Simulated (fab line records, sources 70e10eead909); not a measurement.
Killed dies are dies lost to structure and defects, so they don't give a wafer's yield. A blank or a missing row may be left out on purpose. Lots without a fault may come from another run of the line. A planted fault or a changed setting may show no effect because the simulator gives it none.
fab line records | flow nand_harc
record lots=5 wafers=15 last_day=25
route steps=1159 shown P_STI@107 P_GATE@110 END@1159
lots that met no fault: from a run of the same line without faults
start_h: hours from the record's first day to the start of the lot's first wafer shown | wait_h: hours since the lot's step before | " the same as in the row above | L1.1+2: a row that stands for several wafers | - no value, or no start given | * or withheld: withheld | < > ~ a bound
route shown NAME@n: a module of which the file shows steps, and the number in the route of the first | usual: mean/standard deviation of fault-free wafers | same: alike in all rows | chamber/n: place in a boat | sites: the reading at each site | _std_site: their standard deviation | _edge_site: outer sites' mean less inner sites' | radius_mm: how far each site lies from the wafer's centre | mask NAME#n: copy n | behind: the tool/chamber that last shaped the wafer | hold: why the lot was held/for how many hours/how that ended | device: the transistor (n, p or np) that didn't switch | end of line: the same wafers' tests at the end of the route | a step without rows: its recipe alone | killed: dies lost to structure and defects at the first sort, not the wafer's yield | map: a wafer's dies, x killed, . not, _ none there
set.NAME: the setting as run; set.NAME@STEP: as run at that earlier step | model.NAME: the simulator's own value behind a step, which no gauge read
lots at some steps of the route; a table a step, a row a wafer
services: from which hour (start_h, from the record's first day; less than 0 if before it) a tool's chamber was out of use, for how many hours, and why
## steps
# step NHARC_P_STI_SRD_39
# step NHARC_P_STI_OXIDE_40
# recipe target_thk_a=100 temp_c=900 ox_time_s=1362 material=SiO2
# step NHARC_P_STI_INSPECT_25
# usual raw_defect_count=220/96
# columns lot.wafer tool chamber start_h wait_h raw_defect_count
L125.2 defect_inspect-02 - 67.85 0.4 269
L125.4 " - " " 125
L125.5 " - " " 191
L135.1 defect_inspect-01 - 126.60 0.4 177
L135.2 " - " " 210
L135.4 " - " " 216
L136.1 defect_inspect-01 - 142.57 0.4 196
L136.2 " - " " 179
L136.6 " - " " 153
L145.1 defect_inspect-02 - 185.82 0.4 491
L145.2 " - " " 385
L145.5 " - " " 625
L148.2 defect_inspect-02 - 205.14 0.4 224
L148.4 " - " " 389
L148.5 " - " " 260
# step NHARC_P_GATE_ETCH_69
# recipe target_depth_a=140 chemistry=dHF material=SiO2
# step NHARC_P_GATE_PRECLEAN_70
# recipe time_s=* temp_c=50 bath_age_min=0 chemistry=SC1
# step NHARC_P_GATE_SRD_01
# step NHARC_P_GATE_OXIDE_02
# recipe target_thk_a=375 temp_c=950 p_h2o_torr=720 ox_time_s=365 material=SiO2
# step NHARC_P_GATE_DEHYDRATE_03
# recipe temp_c=150 time_s=120
# step NHARC_P_GATE_HMDS_04
# recipe time_s=30
# step NHARC_P_GATE_COAT_05
# recipe spin_rpm=4690
# step NHARC_P_GATE_SOFTBAKE_06
# recipe temp_c=122 time_s=95
# step NHARC_P_GATE_EBR_07
# step NHARC_P_GATE_EXPOSE_08
# recipe na=0.6 dose_mj=16.75 mask_id=P_HV
# usual reticle_temp_C=22.96/0.097
# same na=0.6
# columns lot.wafer tool chamber start_h wait_h mask reticle_temp_C
L125.2 krf_scanner-04 0 75.91 - P_HV#0 22.95
L125.4 " 0 " " P_HV#0 22.86
L125.5 " 0 " " P_HV#0 22.95
L135.1 krf_scanner-04 0 135.67 - P_HV#0 23.10
L135.2 " 0 " " P_HV#0 22.94
L135.4 " 0 " " P_HV#0 22.95
L136.1 krf_scanner-03 0 150.62 - P_HVPW#0 22.95
L136.2 " 0 " " P_HVPW#0 22.74
L136.6 " 0 " " P_HVPW#0 22.97
L145.1 krf_scanner-03 0 194.11 - P_HV#0 22.94
L145.2 " 0 " " P_HV#0 22.80
L145.5 " 0 " " P_HV#0 22.91
L148.2 krf_scanner-03 0 213.05 - P_HV#0 22.91
L148.4 " 0 " " P_HV#0 23.01
L148.5 " 0 " " P_HV#0 23.02
# step NHARC_P_GATE_PEB_09
# recipe peb_temp_c=118 peb_time_s=85
# step NHARC_P_GATE_DEVELOP_10
# recipe time_s=70
# step NHARC_P_GATE_CD_MEAS_11
# recipe target_cd_nm=1640 landing_energy_ev=500
# usual cd_nm=1639.6/2.4
# same landing_energy_ev=500
# columns lot.wafer tool chamber start_h wait_h cd_nm
L125.2 cd_sem-01 0 76.07 - 1640.7
L125.4 " 0 " " 1641.7
L125.5 " 0 " " 1644.2
L135.1 cd_sem-03 0 135.83 - 1636.6
L135.2 " 0 " " 1637.1
L135.4 " 0 " " 1635.8
L136.1 cd_sem-01 0 150.80 - -
L136.2 " 0 " " -
L136.6 " 0 " " -
L145.1 cd_sem-03 0 194.26 - 1638.4
L145.2 " 0 " " 1634.3
L145.5 " 0 " " 1637.4
L148.2 cd_sem-01 0 213.21 - 1641.5
L148.4 " 0 " " 1639.6
L148.5 " 0 " " 1638.2
# step NHARC_P_GATE_HARDBAKE_12
# recipe temp_c=125 time_s=80
# step NHARC_END_SORT_01
# recipe temp_c=25
# usual killed_at_array=26/11 killed_at_other=0.4/0.78 killed_at_periphery=3.4/2.4 killed_dies=29/11 killed_open=3.1/1.9 killed_short=1.9/1.4
# same gross_dies=677
# columns lot.wafer tool chamber start_h wait_h killed_at_array killed_at_other killed_at_periphery killed_dies killed_open killed_short
L136.1 prober-01 0 536.59 2.5 23 0 654 677 5 4
L136.2 prober-01 0 537.39 2.8 25 0 652 677 4 1
L136.6 prober-01 0 540.61 4.0 17 1 659 677 5 1
# killed by level:class
L136.1 P_GATE:area_expose=653 A_SLIT:chamber_film_flake=8 A_CONTACT:chamber_film_flake=5 P_M0:geometric_particle:open=1 A_ONON_D1:geometric_particle:open=1 A_CHANNEL_FILL_D1:geometric_particle:open=1 A_CHANNEL_FILL_D1:geometric_particle:short=1 A_WL_FILL:geometric_particle:short=1
L136.2 P_GATE:area_expose=651 A_SLIT:chamber_film_flake=9 A_CONTACT:chamber_film_flake=7 A_CHANNEL_HOLE_D1:chamber_film_flake=4 A_CONTACT:geometric_particle:open=2 P_CONTACT:geometric_particle:open=1 A_SOURCE_PLATE:geometric_particle:short=1 A_STAIRCASE:geometric_particle:open=1
L136.6 P_GATE:area_expose=658 A_SLIT:chamber_film_flake=5 A_CONTACT:geometric_particle:open=3 A_CHANNEL_HOLE_D1:chamber_film_flake=3 A_CONTACT:chamber_film_flake=3 A_STAIRCASE:chamber_film_flake=2 P_M0:geometric_particle:open=1 A_BLC:geometric_particle:open=1
# map L136.1 (x killed, . not)
____________x____________
_________xxxxxxx_________
_______xxxxxxxxxxx_______
______xxxxxxxxxxxxx______
_____xxxxxxxxxxxxxxx_____
____xxxxxxxxxxxxxxxxx____
____xxxxxxxxxxxxxxxxx____
___xxxxxxxxxxxxxxxxxxx___
___xxxxxxxxxxxxxxxxxxx___
__xxxxxxxxxxxxxxxxxxxxx__
__xxxxxxxxxxxxxxxxxxxxx__
_xxxxxxxxxxxxxxxxxxxxxxx_
_xxxxxxxxxxxxxxxxxxxxxxx_
_xxxxxxxxxxxxxxxxxxxxxxx_
_xxxxxxxxxxxxxxxxxxxxxxx_
_xxxxxxxxxxxxxxxxxxxxxxx_
xxxxxxxxxxxxxxxxxxxxxxxxx
xxxxxxxxxxxxxxxxxxxxxxxxx
xxxxxxxxxxxxxxxxxxxxxxxxx
xxxxxxxxxxxxxxxxxxxxxxxxx
xxxxxxxxxxxxxxxxxxxxxxxxx
_xxxxxxxxxxxxxxxxxxxxxxx_
_xxxxxxxxxxxxxxxxxxxxxxx_
_xxxxxxxxxxxxxxxxxxxxxxx_
_xxxxxxxxxxxxxxxxxxxxxxx_
_xxxxxxxxxxxxxxxxxxxxxxx_
__xxxxxxxxxxxxxxxxxxxxx__
__xxxxxxxxxxxxxxxxxxxxx__
___xxxxxxxxxxxxxxxxxxx___
___xxxxxxxxxxxxxxxxxxx___
____xxxxxxxxxxxxxxxxx____
____xxxxxxxxxxxxxxxxx____
_____xxxxxxxxxxxxxxx_____
______xxxxxxxxxxxxx______
_______xxxxxxxxxxx_______
_________xxxxxxx_________
____________x____________
# map L148.4 (x killed, . not)
____________.____________
_________......._________
_______..........._______
______.............______
_____..............._____
____.................____
____....x..x.........____
___.........x.........___
___...........x.......___
__.....................__
__.....................__
_...........x..........._
_......................._
_...............x......._
_.x....x................_
_......................._
.........................
.................x.......
.........................
.........................
..x......................
_................xx....._
_.......x...x....xx....._
_..............xxxx..x.._
_.................x....._
_.............x.....x..._
__...........x.........__
__.....................__
___...................___
___...................___
____...x.............____
____.....x...........____
_____..............._____
______.............______
_______.x........._______
_________x......_________
____________.____________
## services
# columns tool chamber start_h hours kind
krf_scanner-04 - 126.00 4.0 pm
krf_scanner-04 - 133.76 1.4 repair
krf_scanner-03 - 168.00 4.0 pm
krf_scanner-04 - 182.71 1.1 repair
## key
first_sign step=NHARC_P_GATE_EXPOSE_08 reading=mask direction=changed
effect step=NHARC_P_GATE_CD_MEAS_11 reading=cd_nm direction=missing
effect step=NHARC_END_SORT_01 reading=killed_at_periphery direction=up sigmas=99+ usual=3.4 struck=655
more_kills_born_at NHARC_P_GATE_EXPOSE_08@krf_scanner-03=1962
met_at NHARC_P_GATE_EXPOSE_08
struck_wafers L136.1,L136.2,L136.6
later_rows_left_out L136.1,L136.2,L136.6
tester_left_out L136
fault kind=wrong_mask tool=any chamber=- onset_h=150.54 steps=NHARC_P_GATE_EXPOSE_08 aux_copy=P_HVPW#0 scope=struck_lots_only
# tester_left_out: of these lots the tester's yield and bins aren't shown, on N5 and GAA mostly nor the transistor test; their killed dies are dies lost to structure and defects alone, not to doping, threshold or leakage, so they don't give the yield
# later_rows_left_out: the simulator's readings of these wafers behind a module that went badly wrong aren't trusted and aren't shown, but for the sort
